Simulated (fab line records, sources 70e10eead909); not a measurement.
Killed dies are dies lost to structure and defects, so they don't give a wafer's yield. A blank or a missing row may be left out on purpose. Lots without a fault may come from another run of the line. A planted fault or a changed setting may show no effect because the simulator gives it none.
Chamber matching | flow nand_harc | NHARC_P_M0_STRIP_18 on rie_diel-03: 4 sister chambers
The step strips in N2/H2. 8 wafers are shown with their chamber, then 7 later ones without.

WAFERS WITH THEIR CHAMBER
wafer  | chamber | showerhead_plenum_p_Torr (Torr) | rf_vpp_V (V)
L902.6 | 1       | 1.92                            | 89.8
L904.2 | 0       | 1.99                            | 89.2
L907.1 | 3       | 2.21                            | 91.8
L907.2 | 1       | 1.91                            | 89.8
L915.4 | 0       | 1.98                            | 90.9
L915.5 | 2       | 1.91                            | 91.1
L916.1 | 3       | 2.21                            | 91.4
L916.3 | 2       | 1.91                            | 90.1

WAFERS WITHOUT THEIR CHAMBER
wafer  | showerhead_plenum_p_Torr (Torr) | rf_vpp_V (V)
L916.4 | 1.98                            | 90.1
L919.2 | 1.91                            | 88.9
L919.4 | 1.91                            | 90.0
L919.6 | 1.91                            | 90.8
L920.3 | 1.98                            | 89.7
L920.4 | 1.91                            | 90.4
L920.6 | 1.98                            | 89.9

WHICH CHAMBER EACH WENT THROUGH
wafer  | from the rows above     | in truth
L916.4 | 0                       | 0
L919.2 | can't be placed: 1 or 2 | 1
L919.4 | can't be placed: 2 or 1 | 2
L919.6 | can't be placed: 2 or 1 | 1
L920.3 | 0                       | 0
L920.4 | can't be placed: 2 or 1 | 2
L920.6 | 0                       | 0
Placed correctly: 3 of 7. Can't be placed from these rows: 4 (the true chamber is among the candidates in 4). Placed wrongly: 0.
How it was worked out, from the rows above alone: a wafer's distance from a chamber is the root of the sum, over the readings, of the square of ((its reading less the chamber's mean) divided by the reading's scatter). The wafer belongs to the nearest chamber; if the next one is less than 2 further off, it can't be placed. A chamber's mean is the mean of its shown wafers. The scatter: the root of (the sum of the squares of (reading less its chamber's mean) over the shown wafers, divided by (wafers less chambers)).
